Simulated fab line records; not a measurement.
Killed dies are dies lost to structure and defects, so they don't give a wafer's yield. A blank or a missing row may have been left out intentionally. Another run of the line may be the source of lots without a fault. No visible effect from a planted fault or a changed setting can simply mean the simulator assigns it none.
Which tool is to blame?	flow n5-finfet	Sampling: 24 lots, 72 wafers, 6 of 1938 route steps

## WHAT THE GAUGES SHOWED, per wafer
N5_STI_FIN_REVEAL_CD_MEAS_22: target cd 6.238 nm, pitch 28 nm. Usual: cd-nm at 6.3 nm, with a standard deviation of 0.32.
lot	measured	on	cd-nm (nm)	flag
L074	day 2 12:44	cd-sem-02	6.1 5.8 6.7	
L075	day 2 19:13	cd-sem-03	6.0 6.0 5.8	
L076	day 3 02:59	cd-sem-01	5.7 6.4 6.5	
L077	day 3 07:07	cd-sem-03	5.9 6.0 6.6	
L078	day 3 13:50	cd-sem-02	6.2 6.5 5.9	
L079	day 3 20:57	cd-sem-01	5.9 6.3 6.8	
L080	day 4 02:00	cd-sem-02	6.1 6.3 6.5	
L081	day 4 07:06	cd-sem-02	6.3 5.9 6.0	
L082	day 4 15:23	cd-sem-03	6.3 6.5 6.3	
L083	day 4 19:17	cd-sem-03	6.9 6.0 6.2	
L084	day 5 01:56	cd-sem-01	6.7 6.0 6.6	
L085	day 5 07:43	cd-sem-01	6.6 6.5 7.0	
L086	day 5 13:25	cd-sem-02	6.2 6.6 6.3	
L087	day 5 19:50	cd-sem-02	6.4 6.1 6.2	
L088	day 6 01:27	cd-sem-01	5.9 6.0 6.5	
L089	day 6 07:19	cd-sem-03	6.6 6.4 6.5	
L090	day 6 15:05	cd-sem-03	5.4 6.1 6.2	
L091	day 6 20:41	cd-sem-01	6.0 6.0 5.9	
L092	day 7 01:35	cd-sem-02	6.4 6.0 6.6	
L093	day 7 08:04	cd-sem-03	6.4 6.2 6.5	
L094	day 7 15:45	cd-sem-02	6.4 5.9 6.7	
L095	day 7 21:11	cd-sem-01	6.2 6.3 6.2	
L096	day 8 01:59	cd-sem-01	6.1 6.2 6.3	
L097	day 8 09:13	cd-sem-03	5.9 6.4 6.0	

N5_SD_EPI_N_CD_MEAS_09: the cd target is 120 nm. Usual: cd-nm at 120.1 nm, with a standard deviation of 0.82.
lot	measured	on	cd-nm (nm)	flag
L074	day 3 01:29	cd-sem-01	118.5 119.8 118.9	
L075	day 3 08:32	cd-sem-02	119.9 120.9 119.9	
L076	day 3 14:19	cd-sem-02	121.1 121.4 121.3	
L077	day 3 18:31	cd-sem-01	118.2 120.3 119.7	
L078	day 4 01:34	cd-sem-02	119.5 119.6 119.6	
L079	day 4 10:19	cd-sem-03	120.5 120.6 120.2	
L080	day 4 12:44	cd-sem-03	120.2 120.3 120.6	
L081	day 4 18:55	cd-sem-03	119.7 121.4 120.2	
L082	day 5 02:22	cd-sem-03	121.3 120.8 120.4	
L083	day 5 06:38	cd-sem-02	119.7 119.5 119.7	
L084	day 5 14:55	cd-sem-02	120.7 119.1 120.6	
L085	day 5 18:43	cd-sem-02	120.1 119.4 118.6	
L086	day 6 02:49	cd-sem-01	118.0 119.5 121.1	
L087	day 6 06:55	cd-sem-01	120.1 121.2 120.6	
L088	day 6 12:47	cd-sem-03	119.4 121.2 120.3	
L089	day 6 18:39	cd-sem-02	120.1 120.8 120.2	
L090	day 7 02:41	cd-sem-02	119.3 119.2 118.9	
L091	day 7 08:14	cd-sem-02	120.6 120.4 120.9	
L092	day 7 13:02	cd-sem-01	120.4 121.1 120.6	
L093	day 7 21:47	cd-sem-03	120.7 117.8 119.3	
L094	day 8 02:36	cd-sem-02	119.5 119.9 120.6	
L095	day 8 10:35	cd-sem-01	120.8 121.5 120.2	
L096	day 8 14:25	cd-sem-03	120.9 120.1 120.5	
L097	day 8 20:46	cd-sem-01	119.9 119.8 117.4	

N5_SD_EPI_P_CD_MEAS_09: the cd target is 240 nm. Usual: cd-nm at 240.2 nm, with a standard deviation of 0.91.
lot	measured	on	cd-nm (nm)	flag
L074	day 3 06:08	cd-sem-01	239.9 241.0 240.5	
L075	day 3 13:07	cd-sem-01	239.6 239.7 239.8	
L076	day 3 18:43	cd-sem-01	239.9 240.4 240.5	
L077	day 3 22:59	cd-sem-02	241.7 239.7 239.7	
L078	day 4 06:07	cd-sem-01	237.9 239.8 241.0	
L079	day 4 14:44	cd-sem-02	241.0 240.0 239.7	
L080	day 4 18:07	cd-sem-02	242.6 241.9 241.4	
L081	day 5 00:32	cd-sem-02	240.6 240.4 241.0	
L082	day 5 07:03	cd-sem-02	241.0 240.0 240.1	
L083	day 5 11:41	cd-sem-01	241.0 240.6 242.5	
L084	day 5 23:02	cd-sem-02	239.1 240.1 240.8	
L085	day 5 23:42	cd-sem-02	239.8 240.9 240.3	
L086	day 6 09:07	cd-sem-02	240.9 240.2 240.5	
L087	day 6 15:13	cd-sem-02	240.2 240.7 240.0	
L088	day 6 17:50	cd-sem-02	240.4 238.5 239.9	
L089	day 6 23:11	cd-sem-03	240.2 239.7 239.6	
L090	day 7 07:04	cd-sem-03	239.2 239.3 239.1	
L091	day 7 12:40	cd-sem-02	239.4 240.2 239.7	
L092	day 7 18:10	cd-sem-02	240.3 240.4 242.1	
L093	day 8 02:58	cd-sem-02	239.6 240.3 240.2	
L094	day 8 07:02	cd-sem-02	239.1 238.4 238.8	
L095	day 8 15:25	cd-sem-02	241.0 241.3 239.4	
L096	day 8 18:55	cd-sem-02	239.8 239.0 240.1	
L097	day 9 04:03	cd-sem-01	239.7 241.0 241.6	

## WHICH TOOL RAN EACH LOT (tool, then ch and the chambers of the sampled wafers, then the start)
lot	N5_DUMMY_GATE_CMP_04	N5_DUMMY_GATE_TRIM_49	N5_DUMMY_GATE_ETCH_42
L074	cmp-04 ch 0,1,3, day 2 16:52	rie-si-04 ch 0,1, day 2 23:40	rie-diel-02 ch 2,3, day 3 00:21
L075	cmp-02 ch 1,2, day 3 01:10	rie-si-02 ch 0,1, day 3 06:16	rie-diel-04 ch 0,3, day 3 07:17
L076	cmp-01 ch 1,2,3, day 3 07:05	rie-si-02 ch 1,2, day 3 12:07	rie-diel-04 ch 0,2, day 3 13:10
L077	cmp-04 ch 1,3, day 3 11:11	rie-si-01 ch 0,3, day 3 16:12	rie-diel-02 ch 0,1,3, day 3 17:11
L078	cmp-01 ch 0,1,2, day 3 17:54	rie-si-01 ch 1,2,3, day 3 22:48	rie-diel-06 ch 1,2,3, day 3 23:29
L079	cmp-01 ch 0,2, day 4 01:05	rie-si-04 ch 0,3, day 4 08:03	rie-diel-04 ch 0,1,3, day 4 09:01
L080	cmp-04 ch 0,1,3, day 4 06:08	rie-si-02 ch 1,2,3, day 4 10:56	rie-diel-06 ch 1,2,3, day 4 11:38
L081	cmp-04 ch 1,2,3, day 4 11:14	rie-si-04 ch 1,3, day 4 16:16	rie-diel-06 ch 0,3, day 4 16:57
L082	cmp-02 ch 0,3, day 4 19:26	rie-si-01 ch 0,3, day 5 00:21	rie-diel-02 ch 0,1,2, day 5 01:02
L083	cmp-04 ch 0,2,3, day 4 23:29	rie-si-02 ch 0,1,2, day 5 04:38	rie-diel-02 ch 0,1,2, day 5 05:22
L084	cmp-01 ch 0,1,2, day 5 08:03	rie-si-04 ch 1,3, day 5 13:00	rie-diel-02 ch 0,2, day 5 13:48
L085	cmp-01 ch 0,1, day 5 11:47	rie-si-01 ch 0,1,2, day 5 16:47	rie-diel-02 ch 0,3, day 5 17:28
L086	cmp-02 ch 0,1,3, day 5 17:29	rie-si-04 ch 0,2,3, day 6 00:43	rie-diel-02 ch 0,1,3, day 6 01:26
L087	cmp-04 ch 0,2, day 5 23:56	rie-si-04 ch 0,1,3, day 6 04:59	rie-diel-06 ch 1,2, day 6 05:40
L088	cmp-01 ch 0,2, day 6 05:32	rie-si-01 ch 1,2,3, day 6 10:53	rie-diel-06 ch 0,3, day 6 11:35
L089	cmp-01 ch 0,1,2, day 6 11:25	rie-si-04 ch 2,3, day 6 16:24	rie-diel-06 ch 0,2, day 6 17:19
L090	cmp-04 ch 1,2,3, day 6 19:22	rie-si-01 ch 0,1,2, day 7 00:28	rie-diel-04 ch 0,3, day 7 01:10
L091	cmp-04 ch 0,1,2, day 7 00:52	rie-si-04 ch 0,2, day 7 05:47	rie-diel-06 ch 0,1, day 7 06:35
L092	cmp-04 ch 1,2,3, day 7 06:13	rie-si-04 ch 0,1,2, day 7 11:07	rie-diel-02 ch 0,1, day 7 11:48
L093	cmp-04 ch 0,1,3, day 7 12:17	rie-si-01 ch 0,1,2, day 7 18:59	rie-diel-06 ch 0,1,3, day 7 19:41
L094	cmp-02 ch 0,3, day 7 19:49	rie-si-01 ch 1,2, day 8 00:43	rie-diel-04 ch 0,1,3, day 8 01:29
L095	cmp-04 ch 1,2, day 8 03:45	rie-si-02 ch 0,1,3, day 8 08:39	rie-diel-04 ch 1,2, day 8 09:20
L096	cmp-01 ch 0,1,2, day 8 06:03	rie-si-01 ch 0,1,2, day 8 11:04	rie-diel-06 ch 0,1,2, day 8 11:46
L097	cmp-02 ch 2,3, day 8 13:16	rie-si-04 ch 1,2, day 8 18:11	rie-diel-04 ch 0,2,3, day 8 18:52
- N5_DUMMY_GATE_CMP_04: polishes a-Si.
- N5_DUMMY_GATE_TRIM_49: chemistry O2, time 29 s, target cd 14 nm.
- N5_DUMMY_GATE_ETCH_42: etches SiO2 in CHF3/O2, target depth 3.5 nm, time 31 s.

## WHAT THE TOOLS THEMSELVES READ (means of the sampled wafers that have a number; where no wafer has one, the mark that the record gives instead)
N5_DUMMY_GATE_CMP_04. Usual: motor-current-A 10.0 A, standard deviation 0.94; time-to-endpoint-s 13.9 s, standard deviation 3.
lot	tool	motor-current-A (A)	time-to-endpoint-s (s)	flag
L074	cmp-04	10.4	12.4	
L075	cmp-02	11.0	10.0	
L076	cmp-01	9.3	11.1	
L077	cmp-04	10.5	14.8	
L078	cmp-01	9.1	14.7	
L079	cmp-01	9.5	12.1	
L080	cmp-04	10.5	15.8	
L081	cmp-04	10.4	18.3	
L082	cmp-02	9.1	12.6	
L083	cmp-04	9.7	14.7	
L084	cmp-01	9.6	10.7	
L085	cmp-01	9.8	15.2	
L086	cmp-02	10.1	11.1	
L087	cmp-04	10.1	15.1	
L088	cmp-01	9.3	12.7	
L089	cmp-01	9.5	12.8	
L090	cmp-04	10.5	15.1	
L091	cmp-04	10.6	16.3	
L092	cmp-04	10.7	17.8	
L093	cmp-04	10.2	14.6	
L094	cmp-02	9.4	14.1	
L095	cmp-04	10.9	16.8	
L096	cmp-01	9.2	11.1	
L097	cmp-02	10.7	13.4	

N5_DUMMY_GATE_TRIM_49. Usual: drypump-motor-current-A 5.7 A, standard deviation 0.48; oes-product-au 0.994 a.u., standard deviation 0.018; rf-fwd-power-W 298.3 W, standard deviation 0.98; throttle-valve-pct 8.16 %, standard deviation 0.11.
lot	tool	drypump-motor-current-A (A)	oes-product-au (a.u.)	rf-fwd-power-W (W)	throttle-valve-pct (%)	flag
L074	rie-si-04	5.9	0.984	298.7	8.26	
L075	rie-si-02	6.0	0.981	298.8	8.18	
L076	rie-si-02	6.0	0.973	298.9	8.22	
L077	rie-si-01	5.9	0.977	297.2	7.98	
L078	rie-si-01	5.2	1.007	299.1	8.14	
L079	rie-si-04	5.7	0.992	298.5	8.22	
L080	rie-si-02	6.2	0.986	298.3	8.17	
L081	rie-si-04	5.8	0.982	296.4	8.32	
L082	rie-si-01	5.4	0.988	297.5	8.04	
L083	rie-si-02	6.0	0.976	297.5	8.21	
L084	rie-si-04	5.7	0.996	297.7	8.30	
L085	rie-si-01	5.7	0.998	299.2	8.06	
L086	rie-si-04	5.5	1.005	298.4	8.20	
L087	rie-si-04	5.8	1.001	298.0	8.24	
L088	rie-si-01	5.2	1.006	298.3	8.14	
L089	rie-si-04	5.3	0.997	299.2	8.23	
L090	rie-si-01	5.7	0.989	298.9	8.09	
L091	rie-si-04	5.4	1.003	298.1	8.18	
L092	rie-si-04	5.6	0.998	297.6	8.22	
L093	rie-si-01	5.7	0.993	298.7	8.07	
L094	rie-si-01	5.4	1.009	298.4	8.14	
L095	rie-si-02	6.2	1.001	298.2	8.16	
L096	rie-si-01	5.7	0.997	299.2	8.06	
L097	rie-si-04	5.4	1.006	298.5	8.26	

N5_DUMMY_GATE_ETCH_42. Usual: CHF3_flow_sccm 49.99 sccm, standard deviation 0.16; drypump-motor-current-A 5.5 A, standard deviation 0.38; oes_o_777_au 0.79 a.u., standard deviation 0.085; oes-product-au 0.78 a.u., standard deviation 0.084; rf-fwd-power-W 595.1 W, standard deviation 2.4; rf-vpp-V 42.8 V, standard deviation 1.1; showerhead-plenum-p-Torr 2.43 Torr, standard deviation 0.077; throttle-valve-pct 18.83 %, standard deviation 0.19.
lot	tool	CHF3_flow_sccm (sccm)	drypump-motor-current-A (A)	oes_o_777_au (a.u.)	oes-product-au (a.u.)	rf-fwd-power-W (W)	rf-vpp-V (V)	showerhead-plenum-p-Torr (Torr)	throttle-valve-pct (%)	flag
L074	rie-diel-02	49.93	5.8	0.81	0.79	596.1	43.4	2.44	18.83	
L075	rie-diel-04	50.10	5.5	0.82	0.81	594.7	42.9	2.47	18.81	
L076	rie-diel-04	50.03	5.7	0.83	0.80	595.9	41.6	2.33	18.65	
L077	rie-diel-02	50.08	5.5	0.82	0.80	596.3	43.0	2.45	18.93	
L078	rie-diel-06	50.11	5.6	0.87	0.86	592.6	42.6	2.45	18.68	
L079	rie-diel-04	49.99	5.4	0.79	0.78	596.0	43.2	2.42	18.85	
L080	rie-diel-06	49.93	5.6	0.86	0.87	594.1	43.3	2.44	18.67	
L081	rie-diel-06	50.05	5.3	0.84	0.86	593.2	43.4	2.56	18.62	
L082	rie-diel-02	49.89	5.5	0.72	0.71	594.1	42.9	2.40	18.97	
L083	rie-diel-02	50.05	5.5	0.72	0.70	594.7	42.8	2.40	18.98	
L084	rie-diel-02	49.88	5.5	0.71	0.69	594.4	42.8	2.40	19.00	
L085	rie-diel-02	50.02	5.4	0.88	0.86	595.2	42.5	2.49	18.93	
L086	rie-diel-02	49.95	5.5	0.80	0.77	595.6	42.9	2.45	18.96	
L087	rie-diel-06	49.92	5.9	0.83	0.82	595.3	43.3	2.38	18.71	
L088	rie-diel-06	50.08	5.3	0.81	0.84	592.5	43.8	2.55	18.65	
L089	rie-diel-06	50.03	5.9	0.78	0.78	595.8	42.4	2.43	18.70	
L090	rie-diel-04	49.97	5.6	0.84	0.83	595.5	42.2	2.42	18.76	
L091	rie-diel-06	50.12	5.5	0.83	0.83	598.2	43.0	2.41	18.94	
L092	rie-diel-02	49.80	5.2	0.71	0.69	597.1	43.3	2.40	19.12	
L093	rie-diel-06	49.75	5.4	0.81	0.82	593.5	43.1	2.48	18.81	
L094	rie-diel-04	49.91	5.3	0.75	0.75	593.2	43.1	2.41	18.90	
L095	rie-diel-04	50.15	5.5	0.73	0.70	594.7	42.6	2.32	18.81	
L096	rie-diel-06	50.22	5.7	0.79	0.80	596.2	43.1	2.42	18.83	
L097	rie-diel-04	49.76	5.6	0.78	0.77	596.5	42.4	2.39	18.79	

## THE ANSWER, worked out from the rows above alone
Rule: take the mean of a lot's wafers that have a number; if it is more than 3 standard deviations from the usual mean, the lot is off. A lot without any number at a reading at which 4 lots or more have one is off too. All remaining lots with rows at the step are treated as sound. The gauges are gone through in route order, then the tools' own readings, and for those a lot's mean is taken as printed above. The first step at which some lot is off is used, and at that step the reading that is off furthest; a lot without a number counts as furthest.
No lot is off at any reading shown: from this, nothing can be told.

## WHAT THE SIMULATOR HAD PUT IN
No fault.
